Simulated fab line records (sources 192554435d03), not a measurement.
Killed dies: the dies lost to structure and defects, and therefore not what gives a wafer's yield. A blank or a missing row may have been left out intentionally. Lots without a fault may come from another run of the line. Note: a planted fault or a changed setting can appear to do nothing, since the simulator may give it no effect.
Struck lot and sound lot, side by side :: flow n5Finfet :: 37 steps out of a route of 1938
Sound: wafers L662.1, L662.3, L662.4. The struck wafers were L653.2, L653.5, L653.6. The cause comes at the end.
Order at every step that has rows: each side's tool, ch and its chambers, its first start. Under that, the readings that differ: sound wafers :: struck wafers :: difference of the means :: sigmas: that difference in standard deviations of wafers without a fault.
alike: readings with means less than 2 such deviations apart, plus words and numbers identical on both sides. not compared: withheld readings, readings lacking a value on some wafer, bounds such as >300 that could conceal the same value, and numbers that have no deviation in the record and whose values overlap.
Wherever a step has rows on one side only, a row that says differs or no value, or a row with sigmas, the two part there. Numbers that have no deviation but don't overlap get no sigmas and don't part them. A reading that every wafer of one side lacks parts them only if that side has two wafers or more.

first, 9 steps without rows for these wafers: N5_BEOL_M4_ANNEAL_95 (time 240 s); N5_BEOL_M4_SPUTTER_96 (material Cu, target thk 4.5 nm, time 8.29 s); N5_BEOL_M4_ECD_50 (material Cu, target thk 300 nm); N5_BEOL_M4_ANNEAL_51 (time 90 s); N5_BEOL_M4_CMP_52 (polishes, stops on SiOC, t overpolish 6.8 s, target thk 40 nm); N5_BEOL_M4_PRE_CLEAN_60 (time 15 s); N5_BEOL_M4_CO_CAP_55 (material Co, precursor CCTBA/H2, target thk 2 nm, time 102.1 s); N5_BEOL_M4_PRE_CLEAN_56 (time 15 s); N5_BEOL_M4_DEP_57 (deposits SiCN from 3MS/NH3, target thk 8 nm, time 14 s).
N5_BEOL_M4_RC_MEAS_101:
  sound on prober-01 ch 0, day 14 18:11; struck on prober-01 ch 0, day 12 12:28
reading: DIBL_N (mV/V)
sound: 33.6 30.1 31.6
struck: 35.3 36.5 35.8
difference: +4.1
sigmas: +2

reading: DIBL_P (mV/V)
sound: 34.5 29.5 31.8
struck: 37.1 38.7 37.8
difference: +5.9
sigmas: +3

reading: IOFF_N (nA/um)
sound: 0.131 0.082 0.101
struck: 0.151 0.174 0.161
difference: +0.057
sigmas: +2

reading: IOFF_P (nA/um)
sound: 0.17 0.12 0.14
struck: 0.21 0.23 0.22
difference: +0.08
sigmas: +2

reading: ION_N (uA/um)
sound: 675 643 658
struck: 679 673 690
difference: +22
sigmas: +2

reading: ION_P (uA/um)
sound: 460 444 450
struck: 471 462 473
difference: +17
sigmas: +2

reading: SS_P (mV/dec)
sound: 73.3 71.4 72.9
struck: 73.5 74.4 73.3
difference: +1.2
sigmas: +2

reading: VT_N (mV)
sound: 252.0 257.1 255.4
struck: 249.1 246.9 249.3
difference: -6.4
sigmas: -2

reading: VT_P (mV)
sound: -254 -259 -259
struck: -248 -250 -248
difference: +9
sigmas: +2
  alike: SS_N
then, 24 steps without rows for these wafers: N5_BEOL_M5_ILD_DEP_00 (deposits SiCOH lowk from DEMS/porogen, target thk 140.64 nm, time 25.9 s); N5_BEOL_M5_CURE_79 (cures SiCOH lowk, time 240 s); N5_BEOL_M5_PECVD_70 (deposits SiO2 from TEOS/O2, target thk 16 nm, time 18 s); N5_BEOL_M5_HM_DEP_02 (deposits TiN, target thk 20 nm); N5_BEOL_M5_COAT_59 (time 60 s, resist thk 60 nm); N5_BEOL_M5_COAT_60 (time 60 s, resist thk 12 nm); N5_BEOL_M5_COAT_71 (time 60 s, resist thk 5 nm); N5_BEOL_M5_COAT_05 (resist thk 30 nm); N5_BEOL_M5_EBR_07; N5_BEOL_M5_SOFTBAKE_06 (time 60 s); N5_BEOL_M5_EXPOSE_08 (exposes mask M5, target cd 28 nm); N5_BEOL_M5_PEB_09 (peb time 60 s); N5_BEOL_M5_DEVELOP_10 (develop time 30 s); N5_BEOL_M5_DESCUM_16 (chemistry O2, time 7 s); N5_BEOL_M5_ETCH_72 (etches underlayer in N2/H2, target depth 6.5 nm, time 5.2 s); N5_BEOL_M5_ETCH_61 (etches SiARC in CF4, target depth 15.6 nm, time 26 s); N5_BEOL_M5_ETCH_62 (etches SOC in N2/H2, target depth 75 nm, overetch 15 nm, time 112.5 s); N5_BEOL_M5_STRIP_63 (strips in N2/H2); N5_BEOL_M5_STRIP_73 (strips in N2/H2); N5_BEOL_M5_STRIP_64 (strips in CF4); N5_BEOL_M5_HM_OPEN_17 (chemistry Cl2/BCl3, target TiN, target depth 20 nm, overetch 6 nm); N5_BEOL_M5_STRIP_19 (strips in O2); N5_BEOL_M5_COAT_65 (time 60 s, resist thk 60 nm); N5_BEOL_M5_COAT_66 (time 60 s, resist thk 12 nm).
N5_BEOL_M8_ECD_50: material Cu, target thk 300 nm.
  sound on ecdCu-02 ch 0,1, day 16 09:47; struck on ecdCu-02 ch 0,1, day 14 05:16
N5_BEOL_M8_CMP_52: polishes, stops on SiCOH lowk, t overpolish 6.9 s, target thk 80 nm.
  sound on cmp-02 ch 0,1,3, day 16 10:17; struck on cmp-03 ch 1,2,3, day 14 05:55
reading: timeToEndpointS (s)
sound: 63 62 68
struck: 0 0 2
difference: -64
sigmas: -21
  alike: clearingPlatenDownForcePsi, motorCurrentA
-- record jumps: 3 days separate the struck wafers' starts on either side; left off in module BEOL_M8, taken up again in module PASSIVATION, whose first shown step is the route's number 1936 --
N5_PASSIVATION_PROBE_49:
  sound on prober-01, day 19 11:41; struck on prober-01, day 17 11:10
reading: defectLimitedYield (%)
sound: 91.4 92.4 92.3
struck: 0 0 0
difference: -92
sigmas: -66

reading: killed_at_M4_up
sound: 6 8 10
struck: 1084 1090 1075
difference: +1075
sigmas: +99 or more

reading: killedDies
sound: 101 90 91
struck: 1180 1180 1180
difference: +1086
sigmas: +68

reading: killedOnRim
sound: 11 11 11
struck: 152 152 152
difference: +141
sigmas: +39

reading: sort_bin_5_function (%)
sound: 4.7 4.0 3.4
struck: 95.9 96.2 96.5
difference: +92.2
sigmas: +98

reading: sortNPass
sound: 1079 1090 1089
struck: 0 0 0
difference: -1086
sigmas: -68

reading: sortYieldPct (%)
sound: 91.4 92.4 92.3
struck: 0 0 0
difference: -92
sigmas: -66
  alike: killed_at_M0_to_M3, killedAtContacts, killedAtFrontEnd, killedAtOther, killedOpen, killedShort, sort_bin_6_memory

## WHERE THEY PART
At N5_BEOL_M4_RC_MEAS_101 first; at N5_PASSIVATION_PROBE_49 last (within this record only).

WHY: what the simulator had put in
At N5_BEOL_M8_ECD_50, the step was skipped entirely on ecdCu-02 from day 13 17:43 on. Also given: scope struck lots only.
